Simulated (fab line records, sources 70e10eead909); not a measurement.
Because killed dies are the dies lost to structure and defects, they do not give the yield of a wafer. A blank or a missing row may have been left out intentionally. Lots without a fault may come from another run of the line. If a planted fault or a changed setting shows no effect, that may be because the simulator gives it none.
fab line records    flow nandHarc    part 1 of 2: steps 1 to 4 of 6
record: lots: 23  wafers: 69  lastDay: 33
route steps=1302 shown A_CONTACT@1028
lots with no fault: from the same line, run without faults
startH: the number of hours between the record's first day and the start of the first shown wafer of the lot    waitH: time in hours since the lot's previous step    " identical to the entry in the row above    L1.1+2: a single row standing in for several wafers    - no value present, or no start provided    * or withheld: withheld    < > ~ a bound
route shown NAME@n: NAME is a module with steps in the file, n the number in the route of the first one    usual: mean/standard deviation taken from wafers without a fault    same: alike in all rows    chamber/n: place in a boat    sites: the reading at each site    _std_site: how widely they spread, as a standard deviation    _edge_site: the outer-site mean with the inner-site mean subtracted    radiusMm: how far each site lies from the wafer's centre    mask NAME#n: copy n    behind: tool/chamber where the wafer was last shaped    hold: reason for holding the lot/hours on hold/outcome of the hold    device: the n, p or np transistor that did not switch    end of line: tests run on the same wafers once the route is complete    a step with no rows: only its recipe    killed: dies lost to structure and defects at the first sort, not the wafer's yield    map: dies across one wafer; x = killed, . = not, _ = none there
set.NAME: the setting that was run; set.NAME@STEP: the one run at that earlier step    model.NAME: the simulator's own value behind a step, which no gauge read
one table for each step of the route and one row for each wafer, over a sample of lots
services: from which hour (startH, from the record's first day; less than 0 if before it) a tool's chamber was out of use, for how many hours, and why
== steps ==
step: NHARC_A_CONTACT_DEP_58
recipe: targetThkA: 900  targetThkNm: 90  tempC: 400  pressureTorr: 3.5  flowSccm: 200  rfW: 350  material: SiON
usual: heaterPowerW: 748/140  rfFwdPowerW: 348.3/0.99
lot.wafer  tool      chamber  startH  waitH  heaterPowerW  rfFwdPowerW
L075.2     pecvd-03  1        513.91  2.1    608           348.5
L075.1     "         0        "       "      640           348.8
L075.5     "         1        "       "      612           348.3
L074.1     pecvd-03  2        515.37  2.7    810           348.5
L074.4     "         0        "       "      719           349.5
L074.6     "         1        "       "      681           348.3
L076.1     pecvd-03  1        533.25  2.7    559           349.6
L076.3     "         2        "       "      888           348.2
L076.2     "         0        "       "      717           349.2
L078.2     pecvd-01  0        547.76  2.3    789           348.2
L078.6     "         2        "       "      534           347.3
L078.5     "         0        "       "      789           347.7
L077.2     pecvd-04  2        551.01  2.2    572           349.0
L077.1     "         0        "       "      816           348.5
L077.5     "         0        "       "      833           348.7
L079.1     pecvd-01  0        561.26  2.7    698           347.0
L079.5     "         0        "       "      701           347.0
L079.6     "         1        "       "      782           349.3
L081.2     pecvd-01  0        564.72  2.2    783           347.3
L081.3     "         2        "       "      582           349.9
L081.6     "         2        "       "      607           348.5
L080.3     pecvd-03  1        566.25  1.7    669           349.5
L080.6     "         0        "       "      718           349.1
L080.4     "         1        "       "      675           348.8
L082.1     pecvd-04  1        574.85  2.7    1033          347.2
L082.2     "         2        "       "      597           347.9
L082.6     "         1        "       "      1043          346.9
L083.2     pecvd-04  1        590.90  2.2    1061          349.4
L083.1     "         0        "       "      837           349.5
L083.6     "         1        "       "      1057          347.3
L084.3     pecvd-01  2        603.87  1.7    566           348.5
L084.4     "         1        "       "      806           348.9
L084.5     "         2        "       "      570           350.1
L085.2     pecvd-04  0        618.45  2.3    699           348.7
L085.4     "         1        "       "      1003          350.3
L085.6     "         2        "       "      491           346.6
L086.3     pecvd-03  1        622.69  1.7    599           348.6
L086.4     "         2        "       "      876           346.6
L086.6     "         1        "       "      622           349.7
L088.1     pecvd-03  1        638.11  2.8    714           348.9
L088.3     "         2        "       "      961           346.2
L088.4     "         1        "       "      700           350.6
L087.3     pecvd-03  2        640.01  1.9    880           348.5
L087.1     "         0        "       "      689           348.8
L087.4     "         2        "       "      904           347.7
L089.3     pecvd-04  1        645.66  1.6    879           348.3
L089.1     "         0        "       "      755           347.4
L089.4     "         2        "       "      520           349.1
L091.3     pecvd-01  0        654.61  1.7    805           347.6
L091.6     "         1        "       "      799           348.7
L091.5     "         0        "       "      796           346.2
L090.3     pecvd-03  1        656.26  1.7    665           350.0
L090.1     "         2        "       "      960           346.3
L090.4     "         0        "       "      662           349.7
L092.1     pecvd-04  0        698.08  2.7    717           348.0
L092.2     "         1        "       "      816           348.3
L092.5     "         0        "       "      731           348.0
L094.2     pecvd-04  0        703.48  2.1    742           346.8
L094.1     "         2        "       "      607           347.4
L094.5     "         2        "       "      605           347.1
L096.2     pecvd-01  2        711.94  2.2    536           349.0
L096.3     "         0        "       "      794           348.4
L096.4     "         0        "       "      811           349.5
L097.3     pecvd-03  0        718.52  1.6    715           347.9
L097.1     "         1        "       "      700           347.3
L097.6     "         0        "       "      737           349.0
L095.1     pecvd-03  1        718.82  2.7    659           347.1
L095.4     "         1        "       "      655           348.2
L095.5     "         2        "       "      934           346.7
step: NHARC_A_CONTACT_ETCH_75
recipe: targetDepthA: 390  overEtchFrac: 0.3  timeS: 65  ionEnergyEv: 80  cf4FlowSccm: 150  arFlowSccm: 0  rfW: 300  biasW: 100  chemistry: CF4
usual: drypumpMotorCurrentA: 5.8/0.42  oesProductAu: 0.994/0.011  rfFwdPowerW: 297.2/0.93  rfVppV: 150.9/1.4  showerheadPlenumPTorr: 1.74/0.09  throttleValvePct: 13.283/0.0088
lot.wafer  tool        chamber  startH  waitH  drypumpMotorCurrentA  oesProductAu  rfFwdPowerW  rfHoursCounterH  rfVppV  showerheadPlenumPTorr  throttleValvePct
L075.2     rieDiel-02  0        514.80  0.1    6.0                   0.980         297.3        15               152.1   1.87                   13.292
L075.1     "           2        "       "      5.8                   1.006         297.6        15               149.1   1.65                   13.278
L075.5     "           3        "       "      5.9                   0.982         296.2        -                149.7   1.67                   13.304
L074.4     rieDiel-01  0        516.37  0.1    5.0                   0.994         297.8        41               151.0   1.74                   13.277
L074.1     "           1        "       "      6.4                   0.980         295.5        46               151.4   1.80                   13.278
L074.6     "           2        "       "      5.7                   1.000         295.8        -                149.1   1.69                   13.278
L076.3     rieDiel-02  2        534.26  0.1    5.8                   1.013         297.8        19               149.7   1.65                   13.295
L076.1     "           0        "       "      6.0                   0.992         297.8        19               153.8   1.87                   13.283
L076.2     "           1        "       "      5.7                   0.995         296.7        14               150.4   1.66                   13.280
L078.2     rieDiel-02  0        548.73  0.1    6.0                   0.985         296.8        23               152.1   1.87                   13.277
L078.5     "           2        "       "      5.8                   1.006         297.2        -                150.1   1.65                   13.284
L078.6     "           0        "       "      6.0                   0.989         296.1        -                153.4   1.87                   13.275
L077.2     rieDiel-06  0        551.87  0.1    5.8                   0.988         296.4        21               150.7   1.81                   13.274
L077.1     "           3        "       "      6.0                   1.014         297.6        19               150.5   1.80                   13.276
L077.5     "           1        "       "      6.7                   0.991         297.2        -                152.8   1.87                   13.302
L079.1     rieDiel-02  2        562.26  0.1    5.8                   1.018         297.6        27               149.4   1.65                   13.277
L079.5     "           0        "       "      6.0                   0.990         298.0        -                152.3   1.86                   13.278
L079.6     "           1        "       "      5.7                   1.014         298.0        -                150.3   1.66                   13.278
L081.3     rieDiel-06  0        565.71  0.1    5.8                   0.993         297.2        25               151.8   1.81                   13.271
L081.2     "           1        "       "      6.8                   0.994         297.3        24               152.1   1.87                   13.291
L081.6     "           3        "       "      6.1                   1.017         298.3        -                149.5   1.80                   13.289
L080.3     rieDiel-02  0        567.07  0.1    6.0                   0.985         296.4        28               151.8   1.86                   13.289
L080.4     "           1        "       "      5.7                   1.005         297.1        23               151.5   1.66                   13.289
L080.6     "           3        "       "      5.8                   0.984         297.8        -                149.1   1.66                   13.284
L082.1     rieDiel-01  1        575.83  0.1    6.4                   0.978         295.4        6                150.0   1.80                   13.274
L082.2     "           0        "       "      5.0                   0.997         298.3        7                150.9   1.73                   13.261
L082.6     "           0        "       "      5.0                   0.996         297.6        -                151.6   1.73                   13.261
L083.2     rieDiel-02  1        591.98  0.1    5.7                   0.989         296.5        2                149.3   1.66                   13.267
L083.1     "           3        "       "      5.9                   0.985         297.5        2                149.2   1.66                   13.284
L083.6     "           2        "       "      5.8                   1.009         297.1        -                148.4   1.65                   13.271
L084.4     rieDiel-01  1        604.71  0.1    6.4                   0.990         294.3        15               151.9   1.80                   13.278
L084.3     "           0        "       "      5.0                   0.991         297.7        16               150.6   1.73                   13.282
L084.5     "           1        "       "      6.4                   0.978         295.2        -                153.2   1.80                   13.285
L085.2     rieDiel-06  2        619.26  0.1    5.2                   0.990         295.9        41               152.2   1.88                   13.294
L085.4     "           0        "       "      5.8                   0.992         297.1        40               152.1   1.80                   13.282
L085.6     "           1        "       "      6.8                   0.989         296.7        -                151.7   1.87                   13.296
L086.3     rieDiel-06  0        623.55  0.1    5.8                   0.998         295.9        41               153.7   1.80                   13.286
L086.4     "           3        "       "      6.0                   1.024         297.5        43               152.7   1.79                   13.291
L086.6     "           1        "       "      6.7                   0.991         298.1        -                151.5   1.87                   13.271
L088.4     rieDiel-02  2        638.94  0.1    5.8                   1.009         297.5        9                147.7   1.64                   13.296
L088.1     "           3        "       "      5.9                   0.977         297.4        7                148.6   1.66                   13.285
L088.3     "           0        "       "      6.0                   0.993         297.4        8                152.4   1.86                   13.276
L087.4     rieDiel-02  1        640.98  0.1    5.7                   0.994         297.5        10               150.5   1.66                   13.283
L087.3     "           2        "       "      5.8                   1.001         298.6        10               151.2   1.64                   13.272
L087.1     "           3        "       "      5.9                   0.977         296.7        7                148.2   1.66                   13.270
L089.3     rieDiel-06  1        646.58  0.1    6.7                   0.993         298.8        50               151.2   1.86                   13.279
L089.4     "           2        "       "      5.3                   0.986         296.4        55               152.3   1.88                   13.273
L089.1     "           3        "       "      6.1                   1.003         298.6        55               150.6   1.79                   13.283
L091.3     rieDiel-02  1        655.55  0.1    5.7                   1.003         297.0        14               149.4   1.66                   13.287
L091.6     "           1        "       "      5.7                   1.000         298.3        -                149.5   1.66                   13.290
L091.5     "           2        "       "      5.8                   1.006         297.0        -                149.0   1.64                   13.279
L090.4     rieDiel-01  2        657.22  0.1    5.7                   0.994         296.6        26               149.9   1.68                   13.278
L090.1     "           0        "       "      5.0                   0.999         298.0        35               149.0   1.73                   13.285
L090.3     "           1        "       "      6.4                   0.982         297.1        33               151.1   1.79                   13.275
L092.1     rieDiel-02  1        699.08  0.1    5.7                   1.005         295.7        20               151.7   1.65                   13.279
L092.2     "           2        "       "      5.8                   1.002         297.0        20               149.4   1.64                   13.276
L092.5     "           3        "       "      5.9                   0.978         297.2        -                149.9   1.66                   13.284
L094.1     rieDiel-01  1        704.47  0.1    6.4                   0.972         297.5        48               151.6   1.79                   13.286
L094.2     "           3        "       "      5.2                   0.990         297.8        47               151.2   1.65                   13.287
L094.5     "           0        "       "      5.0                   0.997         299.4        -                151.2   1.72                   13.277
L096.3     rieDiel-02  1        712.78  0.1    5.7                   1.002         296.8        24               149.2   1.65                   13.290
L096.4     "           2        "       "      5.8                   1.002         297.4        25               149.8   1.64                   13.279
L096.2     "           3        "       "      5.9                   0.970         297.6        22               149.6   1.66                   13.295
L097.3     rieDiel-02  3        719.51  0.1    5.9                   0.991         298.4        23               148.4   1.66                   13.268
L097.1     "           0        "       "      6.0                   1.007         295.9        24               151.9   1.86                   13.272
L097.6     "           0        "       "      6.0                   1.004         296.8        -                153.9   1.86                   13.278
L095.4     rieDiel-01  0        719.90  0.1    5.1                   1.002         299.0        59               150.5   1.72                   13.298
L095.1     "           1        "       "      6.4                   0.978         296.3        58               151.3   1.78                   13.285
L095.5     "           0        "       "      5.1                   0.995         300.1        -                151.4   1.72                   13.282
step: NHARC_A_CONTACT_ETCH_131
recipe: sourceW: withheld  pressureMtorr: 20  biasV: 3000  timeS: 197  targetDepthA: 19180  arFlowSccm: withheld  c4f8FlowSccm: withheld  o2FlowSccm: withheld  chemistry: C4F8/O2/Ar
lot.wafer  tool           chamber  startH  waitH  rfHoursCounterH
L075.1     harCapEtch-01  1        517.81  0.1    1
L075.2     "              0        "       "      1
L075.5     "              1        "       "      -
L074.1     harCapEtch-02  0        519.13  0.1    87
L074.4     "              1        "       "      -
L074.6     "              0        "       "      -
L076.2     harCapEtch-01  1        537.29  0.1    4
L076.1     "              0        "       "      4
L076.3     "              0        "       "      -
L078.2     harCapEtch-02  1        551.76  0.1    93
L078.6     "              0        "       "      -
L078.5     "              1        "       "      -
L077.2     harCapEtch-02  0        554.57  0.1    95
L077.1     "              1        "       "      95
L077.5     "              1        "       "      -
L079.1     harCapEtch-01  1        564.98  0.1    10
L079.6     "              0        "       "      -
L079.5     "              1        "       "      -
L081.2     harCapEtch-01  0        568.45  0.1    11
L081.3     "              1        "       "      -
L081.6     "              1        "       "      -
L080.3     harCapEtch-02  1        569.89  0.1    -
L080.4     "              0        "       "      -
L080.6     "              0        "       "      -
L082.1     harCapEtch-02  1        578.87  0.1    101
L082.2     "              0        "       "      101
L082.6     "              1        "       "      -
L083.2     harCapEtch-02  0        594.73  0.1    103
L083.1     "              1        "       "      103
L083.6     "              0        "       "      -
L084.3     harCapEtch-02  1        607.49  0.1    -
L084.4     "              0        "       "      -
L084.5     "              1        "       "      -
L085.2     harCapEtch-01  1        622.07  0.1    21
L085.4     "              1        "       "      -
L085.6     "              0        "       "      -
L086.4     harCapEtch-02  0        626.33  0.1    -
L086.3     "              1        "       "      -
L086.6     "              0        "       "      -
L088.1     harCapEtch-01  0        641.69  0.1    25
L088.4     "              0        "       "      -
L088.3     "              1        "       "      -
L087.1     harCapEtch-03  0        643.73  0.1    68
L087.4     "              1        "       "      -
L087.3     "              0        "       "      -
L089.1     harCapEtch-03  0        649.30  0.1    70
L089.4     "              0        "       "      -
L089.3     "              1        "       "      -
L091.3     harCapEtch-03  1        658.38  0.1    -
L091.5     "              0        "       "      -
L091.6     "              1        "       "      -
L090.1     harCapEtch-01  0        659.93  0.1    31
L090.3     "              0        "       "      -
L090.4     "              1        "       "      -
L092.1     harCapEtch-02  0        702.05  0.1    121
L092.2     "              1        "       "      121
L092.5     "              0        "       "      -
L094.2     harCapEtch-03  1        707.19  0.1    78
L094.1     "              0        "       "      78
L094.5     "              0        "       "      -
L096.2     harCapEtch-02  1        715.51  0.1    124
L096.4     "              0        "       "      -
L096.3     "              1        "       "      -
L097.1     harCapEtch-03  1        722.26  0.1    82
L097.3     "              1        "       "      -
L097.6     "              0        "       "      -
L095.1     harCapEtch-02  0        722.65  0.1    126
L095.4     "              0        "       "      -
L095.5     "              0        "       "      -
step: NHARC_A_CONTACT_ETCH_106
recipe: targetDepthA: 900  overetchA: 90  timeS: 49.5  ionEnergyEv: 100  cf4FlowSccm: 80  o2FlowSccm: 20  arFlowSccm: 0  rfW: 300  biasW: 100  chemistry: CF4/O2
usual: drypumpMotorCurrentA: 5.8/0.37  o2FlowSccm: 20.01/0.066  oesProductAu: 0.997/0.012  rfFwdPowerW: 296.5/1.1  rfVppV: 197.4/1.7  showerheadPlenumPTorr: 1.32/0.073  throttleValvePct: 13.396/0.0086
lot.wafer  tool        chamber  startH  waitH  drypumpMotorCurrentA  o2FlowSccm  oesProductAu  rfFwdPowerW  rfHoursCounterH  rfVppV  showerheadPlenumPTorr  throttleValvePct
L075.1     rieDiel-01  3        519.52  0.1    5.2                   20.06       1.003         297.8        40               195.2   1.26                   13.408
L075.2     "           0        "       "      5.0                   20.04       0.997         296.5        42               196.8   1.31                   13.393
L075.5     "           2        "       "      5.7                   20.00       0.992         295.2        -                196.7   1.27                   13.393
L074.4     rieDiel-02  0        520.79  0.1    6.0                   19.85       1.000         296.6        17               200.3   1.41                   13.390
L074.1     "           1        "       "      5.7                   19.87       0.990         296.2        12               196.8   1.25                   13.384
L074.6     "           0        "       "      6.0                   19.92       0.999         295.1        -                199.6   1.41                   13.403
L076.1     rieDiel-01  1        539.35  0.1    6.4                   20.04       0.963         296.6        55               198.3   1.36                   13.391
L076.2     "           2        "       "      5.7                   19.97       0.986         294.3        53               196.7   1.27                   13.392
L076.3     "           0        "       "      5.0                   20.05       0.987         297.1        47               199.1   1.31                   13.403
L078.2     rieDiel-02  0        553.39  0.1    6.0                   20.06       0.987         295.6        25               199.7   1.41                   13.401
L078.5     "           0        "       "      6.0                   20.16       0.984         297.1        -                197.8   1.41                   13.391
L078.6     "           1        "       "      5.7                   19.99       1.008         297.2        -                196.5   1.25                   13.382
L077.1     rieDiel-06  1        556.23  0.1    6.8                   19.98       0.986         296.2        21               199.2   1.42                   13.388
L077.2     "           2        "       "      5.3                   19.98       0.982         294.7        21               198.4   1.43                   13.422
L077.5     "           1        "       "      6.8                   20.07       0.981         296.1        -                199.6   1.42                   13.383
L079.1     rieDiel-02  2        566.61  0.1    5.8                   20.13       1.003         295.6        28               197.5   1.24                   13.403
L079.6     "           3        "       "      5.9                   19.92       0.981         296.1        -                196.0   1.25                   13.394
L079.5     "           0        "       "      6.0                   20.07       0.979         294.7        -                198.6   1.41                   13.416
L081.3     rieDiel-02  0        570.20  0.2    6.0                   20.06       0.977         296.5        29               198.8   1.41                   13.389
L081.2     "           1        "       "      5.7                   20.08       0.999         295.7        23               195.7   1.25                   13.396
L081.6     "           3        "       "      5.9                   20.04       0.984         296.0        -                195.8   1.25                   13.395
L080.4     rieDiel-06  3        571.52  0.1    6.0                   20.10       1.021         296.7        27               197.9   1.36                   13.391
L080.3     "           1        "       "      6.7                   20.03       0.996         297.5        27               199.5   1.41                   13.390
L080.6     "           3        "       "      6.0                   20.09       1.023         296.9        -                197.6   1.36                   13.401
L082.1     rieDiel-02  1        580.87  0.1    5.7                   19.97       1.000         297.6        0                197.3   1.25                   13.390
L082.2     "           0        "       "      6.0                   19.98       1.003         295.3        0                197.3   1.41                   13.399
L082.6     "           1        "       "      5.7                   20.06       1.000         297.5        -                195.0   1.25                   13.385
L083.1     rieDiel-02  2        596.41  0.1    5.8                   19.98       1.026         296.1        4                197.3   1.24                   13.397
L083.2     "           3        "       "      5.9                   20.02       0.992         296.6        4                197.6   1.25                   13.396
L083.6     "           1        "       "      5.7                   19.94       0.999         297.3        -                195.7   1.25                   13.396
L084.3     rieDiel-01  1        609.16  0.1    6.4                   20.09       0.995         296.5        16               196.7   1.36                   13.397
L084.4     "           2        "       "      5.7                   20.04       1.010         293.5        9                197.9   1.27                   13.378
L084.5     "           1        "       "      6.4                   20.03       0.979         295.3        -                199.4   1.36                   13.385
L085.2     rieDiel-02  1        623.76  0.1    5.7                   20.07       1.002         296.3        6                197.6   1.25                   13.398
L085.4     "           0        "       "      5.9                   19.91       1.005         296.2        -                199.1   1.41                   13.399
L085.6     "           2        "       "      5.8                   20.12       1.013         297.7        -                196.7   1.24                   13.403
L086.3     rieDiel-06  1        627.94  0.1    6.8                   20.01       0.985         296.6        43               198.3   1.41                   13.394
L086.4     "           3        "       "      6.0                   19.96       1.023         298.4        45               198.7   1.35                   13.393
L086.6     "           1        "       "      6.8                   20.10       0.986         298.1        -                200.1   1.41                   13.404
L088.3     rieDiel-02  0        643.66  0.1    6.0                   19.99       0.988         295.6        10               199.2   1.41                   13.410
L088.4     "           2        "       "      5.8                   20.07       1.006         295.7        11               195.9   1.24                   13.396
L088.1     "           3        "       "      5.9                   19.95       0.987         297.9        8                196.1   1.25                   13.384
L087.4     rieDiel-02  2        646.22  0.8    5.8                   19.91       1.012         296.4        13               195.3   1.24                   13.410
L087.3     "           0        "       "      6.0                   20.04       1.001         297.2        13               198.7   1.41                   13.386
L087.1     "           1        "       "      5.7                   20.05       1.002         297.6        13               196.8   1.25                   13.380
L089.1     rieDiel-06  3        651.48  0.1    6.0                   20.11       1.020         297.6        58               198.0   1.35                   13.395
L089.3     "           0        "       "      5.8                   20.01       0.991         296.9        52               196.7   1.36                   13.380
L089.4     "           1        "       "      6.7                   19.86       1.000         296.5        52               199.5   1.41                   13.403
L091.3     rieDiel-02  0        659.94  0.1    6.0                   19.96       1.000         296.2        15               200.0   1.41                   13.393
L091.6     "           0        "       "      6.0                   19.98       0.992         297.0        -                198.6   1.41                   13.398
L091.5     "           1        "       "      5.7                   20.10       0.999         297.0        -                194.6   1.25                   13.389
L090.1     rieDiel-02  2        661.59  0.1    5.8                   20.06       1.003         296.2        16               196.0   1.24                   13.398
L090.3     "           0        "       "      6.0                   19.99       1.002         295.9        15               198.4   1.41                   13.391
L090.4     "           1        "       "      5.7                   20.03       0.996         296.2        16               196.6   1.25                   13.402
L092.1     rieDiel-02  0        704.11  0.1    6.0                   19.96       0.991         295.8        21               200.1   1.40                   13.393
L092.2     "           3        "       "      5.9                   19.90       0.985         296.2        20               195.0   1.25                   13.386
L092.5     "           1        "       "      5.7                   19.99       1.013         296.4        -                196.2   1.24                   13.393
L094.2     rieDiel-06  1        708.85  0.1    6.7                   19.90       0.991         298.0        12               199.1   1.41                   13.386
L094.1     "           3        "       "      6.0                   19.95       0.988         298.8        13               197.7   1.35                   13.402
L094.5     "           1        "       "      6.8                   20.05       0.994         296.3        -                200.4   1.41                   13.386
L096.2     rieDiel-02  3        717.13  0.1    5.9                   19.85       0.988         296.3        23               196.8   1.25                   13.402
L096.4     "           0        "       "      6.0                   20.05       0.994         295.4        24               198.3   1.40                   13.379
L096.3     "           2        "       "      5.8                   20.06       1.010         297.4        26               196.0   1.23                   13.397
L097.3     rieDiel-02  2        723.88  0.1    5.8                   19.95       1.008         296.8        27               195.2   1.23                   13.394
L097.1     "           1        "       "      5.7                   19.96       0.997         296.8        27               196.9   1.24                   13.415
L097.6     "           2        "       "      5.8                   19.95       1.012         296.9        -                195.5   1.23                   13.393
L095.1     rieDiel-01  0        724.27  0.0    5.1                   20.01       1.004         298.4        61               195.9   1.30                   13.388
L095.4     "           3        "       "      5.2                   20.06       0.994         298.3        56               197.0   1.24                   13.412
L095.5     "           1        "       "      6.4                   19.99       0.995         295.3        -                197.7   1.35                   13.385
